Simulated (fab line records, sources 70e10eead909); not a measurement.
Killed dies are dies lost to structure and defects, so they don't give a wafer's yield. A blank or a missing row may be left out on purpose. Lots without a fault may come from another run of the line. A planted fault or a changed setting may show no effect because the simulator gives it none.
Which tool did it? | flow nand_harc | 13 lots, 39 wafers sampled, at 5 steps of a route of 1302

WHAT THE GAUGES READ, wafer by wafer
NHARC_A_ONON_D1_THK_MEAS_05: measures by ellipsometry. Usual: thk_nm 1000 nm, standard deviation 12.
lot  | measured     | on            | thk_nm (nm)    | flag
L772 | day 7 23:52  | film_metro-02 | 986 986 986    |
L773 | day 8 12:53  | film_metro-01 | 1002 1003 1002 |
L774 | day 9 03:35  | film_metro-02 | 1000 999 1000  |
L775 | day 9 10:26  | film_metro-01 | 992 992 990    |
L777 | day 10 07:55 | film_metro-02 | 999 1002 1000  |
L778 | day 11 04:17 | film_metro-01 | 992 994 991    |
L779 | day 11 04:20 | film_metro-01 | 992 992 992    |
L784 | day 12 22:44 | film_metro-01 | 997 997 998    |
L783 | day 12 22:45 | film_metro-02 | 1015 1016 1015 |
L789 | day 15 07:30 | film_metro-02 | 1007 1007 1011 |
L790 | day 15 12:49 | film_metro-01 | 999 999 999    |
L792 | day 16 17:40 | film_metro-01 | 1021 1022 1020 |
L793 | day 17 03:30 | film_metro-01 | 991 991 992    |

NHARC_A_ONON_D1_THK_MEAS_08: measures by ellipsometry. Usual: thk_nm 1001 nm, standard deviation 7.
lot  | measured     | on            | thk_nm (nm)    | flag
L772 | day 8 00:26  | film_metro-01 | 1013 1011 1011 |
L773 | day 8 13:26  | film_metro-01 | 1011 1012 1012 |
L774 | day 9 04:09  | film_metro-01 | 992 992 992    |
L775 | day 9 10:59  | film_metro-01 | 1003 1003 1003 |
L777 | day 10 08:29 | film_metro-02 | 998 998 999    |
L778 | day 11 04:52 | film_metro-02 | 999 1001 1000  |
L779 | day 11 04:55 | film_metro-01 | 1005 1005 1006 |
L784 | day 12 23:18 | film_metro-02 | 1008 1009 1007 |
L783 | day 12 23:19 | film_metro-01 | 986 680 985    | OFF
L789 | day 15 08:04 | film_metro-01 | 1000 999 1000  |
L790 | day 15 13:23 | film_metro-01 | 1001 1001 1002 |
L792 | day 16 18:14 | film_metro-01 | 1001 1002 1004 |
L793 | day 17 04:04 | film_metro-01 | 990 989 989    |

NHARC_END_SORT_01. Usual: killed_at_array 59, standard deviation 20; killed_at_other 0.8, standard deviation 1.1; killed_at_periphery 5, standard deviation 3.1; killed_dies 64, standard deviation 21; killed_open 3.4, standard deviation 1.9; killed_short 2.3, standard deviation 1.7.
lot  | measured     | on        | killed_at_array | killed_at_other | killed_at_periphery | killed_dies | killed_open | killed_short | flag
L772 | day 24 09:34 | prober-02 | 22 17 20        | 1 0 0           | 0 2 3               | 23 19 23    | 2 2 2       | 2 3 3        |
L773 | day 25 00:37 | prober-02 | 91 76 68        | 1 1 0           | 4 4 4               | 96 81 72    | 2 6 2       | 1 2 1        |
L774 | day 25 11:32 | prober-02 | 63 71 60        | 0 1 2           | 2 4 4               | 65 76 66    | 1 1 4       | 2 3 1        |
L775 | day 25 11:29 | prober-01 | 21 22 20        | 1 0 0           | 6 2 2               | 28 24 22    | 9 2 3       | 0 2 2        |
L777 | day 26 12:14 | prober-02 | 38 43 47        | 0 1 1           | 4 4 2               | 42 48 50    | 3 6 7       | 0 1 2        |
L778 | day 27 21:34 | prober-01 | 43 52 43        | 0 0 0           | 0 1 1               | 43 53 44    | 1 3 4       | 2 1 0        |
L779 | day 27 10:31 | prober-02 | 62 61 58        | 0 0 1           | 3 3 4               | 65 64 63    | 3 2 6       | 2 1 2        |
L784 | day 29 17:32 | prober-01 | 59 72 72        | 0 0 0           | 2 13 9              | 61 85 81    | 1 2 3       | 2 6 3        |
L783 | day 29 17:34 | prober-02 | 45 671 56       | 0 2 3           | 4 4 5               | 49 677 64   | 0 4 5       | 3 3 4        | OFF
L789 | day 32 01:50 | prober-02 | 69 73 74        | 1 5 1           | 10 8 16             | 80 86 91    | 2 5 5       | 4 1 2        |
L790 | day 32 06:26 | prober-01 | 69 79 85        | 1 0 2           | 5 7 6               | 75 86 93    | 0 4 3       | 1 3 1        |
L792 | day 33 13:53 | prober-02 | 55 59 74        | 2 4 1           | 5 4 4               | 62 67 79    | 6 6 2       | 1 0 7        |
L793 | day 33 13:10 | prober-01 | 50 44 61        | 1 0 0           | 2 7 6               | 53 51 67    | 1 6 2       | 1 3 1        |

WHICH TOOL RAN EACH LOT (tool, then ch and the chambers of the sampled wafers, then the start)
lot  | NHARC_A_ZERO_WELL_RTA_16         | NHARC_A_ONON_D1_DEP_06
L772 | rtp_anneal-01 ch 0, day 7 01:41  | pecvd_onon-03 ch 0, day 7 23:59
L773 | rtp_anneal-02 ch 0, day 7 14:56  | pecvd_onon-01 ch 0, day 8 13:07
L774 | rtp_anneal-02 ch 0, day 8 05:52  | pecvd_onon-01 ch 0, day 9 03:38
L775 | rtp_anneal-02 ch 0, day 8 12:02  | pecvd_onon-03 ch 0, day 9 10:29
L777 | rtp_anneal-01 ch 0, day 9 11:18  | pecvd_onon-03 ch 0, day 10 08:09
L778 | rtp_anneal-01 ch 0, day 10 04:29 | pecvd_onon-04 ch 0, day 11 04:21
L779 | rtp_anneal-02 ch 0, day 10 08:03 | pecvd_onon-03 ch 0, day 11 04:23
L784 | rtp_anneal-01 ch 0, day 12 01:12 | pecvd_onon-04 ch 0, day 12 22:47
L783 | rtp_anneal-02 ch 0, day 12 02:27 | pecvd_onon-03 ch 0, day 12 22:48
L789 | rtp_anneal-02 ch 0, day 14 10:13 | pecvd_onon-03 ch 0, day 15 07:34
L790 | rtp_anneal-01 ch 0, day 14 15:05 | pecvd_onon-01 ch 0, day 15 12:56
L792 | rtp_anneal-01 ch 0, day 15 19:33 | pecvd_onon-03 ch 0, day 16 17:50
L793 | rtp_anneal-02 ch 0, day 16 06:11 | pecvd_onon-03 ch 0, day 17 03:37
- NHARC_A_ZERO_WELL_RTA_16: time 10 s.
- NHARC_A_ONON_D1_DEP_06: target thk 1000 nm.

WHAT THE TOOLS THEMSELVES READ (means of the sampled wafers that have a number; where no wafer has one, the mark that the record gives instead)
NHARC_A_ZERO_WELL_RTA_16. Usual: lamp_power_pct 30.3 %, standard deviation 0.62; lamp_zone_2_pct 30.3 %, standard deviation 0.62; wafer_temp_C_max 1005.4, standard deviation 1.5.
lot  | tool          | lamp_power_pct (%) | lamp_zone_2_pct (%) | wafer_temp_C_max | flag
L772 | rtp_anneal-01 | 29.7               | 29.7                | 1004.2           |
L773 | rtp_anneal-02 | 30.9               | 31.0                | 1006.9           |
L774 | rtp_anneal-02 | 30.9               | 31.0                | 1006.3           |
L775 | rtp_anneal-02 | 31.0               | 30.9                | 1007.7           |
L777 | rtp_anneal-01 | 29.6               | 29.6                | 1004.7           |
L778 | rtp_anneal-01 | 29.7               | 29.7                | 1004.2           |
L779 | rtp_anneal-02 | 30.9               | 30.9                | 1006.8           |
L784 | rtp_anneal-01 | 29.7               | 29.7                | 1004.3           |
L783 | rtp_anneal-02 | 30.9               | 30.9                | 1006.1           |
L789 | rtp_anneal-02 | 30.9               | 30.9                | 1006.9           |
L790 | rtp_anneal-01 | 29.7               | 29.7                | 1004.3           |
L792 | rtp_anneal-01 | 29.7               | 29.7                | 1005.4           |
L793 | rtp_anneal-02 | 30.9               | 30.9                | 1007.4           |

NHARC_A_ONON_D1_DEP_06. Usual: sih4_flow_sccm 210.0 sccm, standard deviation 0.56.
lot  | tool          | sih4_flow_sccm (sccm) | flag
L772 | pecvd_onon-03 | 210.8                 |
L773 | pecvd_onon-01 | 210.1                 |
L774 | pecvd_onon-01 | 209.8                 |
L775 | pecvd_onon-03 | 210.3                 |
L777 | pecvd_onon-03 | 210.0                 |
L778 | pecvd_onon-04 | 210.1                 |
L779 | pecvd_onon-03 | 209.3                 |
L784 | pecvd_onon-04 | 208.7                 |
L783 | pecvd_onon-03 | 210.0                 |
L789 | pecvd_onon-03 | 209.9                 |
L790 | pecvd_onon-01 | 210.1                 |
L792 | pecvd_onon-03 | 209.6                 |
L793 | pecvd_onon-03 | 209.0                 |

THE ANSWER, worked out from the rows above alone
Rule: a lot is off if the mean of its wafers that have a number lies more than 3 standard deviations from the usual mean. A lot without any number at a reading at which 4 lots or more have one is off too. The other lots that the step has rows for count as sound. The gauges are gone through in route order, then the tools' own readings, and for those a lot's mean is taken as printed above. The first step at which some lot is off is used, and at that step the reading that is off furthest; a lot without a number counts as furthest.
Off: L783, at NHARC_A_ONON_D1_THK_MEAS_08 (thk_nm).
A tool fits if, at a process step before that reading, it ran every lot that is off, and no sound lot after the first of them. The gauges at NHARC_A_ONON_D1_THK_MEAS_08 aren't tried: what is off there is off at NHARC_END_SORT_01 too, on other tools, and a gauge's error can't cause that. None of those tried fits.

WHAT THE SIMULATOR HAD PUT IN
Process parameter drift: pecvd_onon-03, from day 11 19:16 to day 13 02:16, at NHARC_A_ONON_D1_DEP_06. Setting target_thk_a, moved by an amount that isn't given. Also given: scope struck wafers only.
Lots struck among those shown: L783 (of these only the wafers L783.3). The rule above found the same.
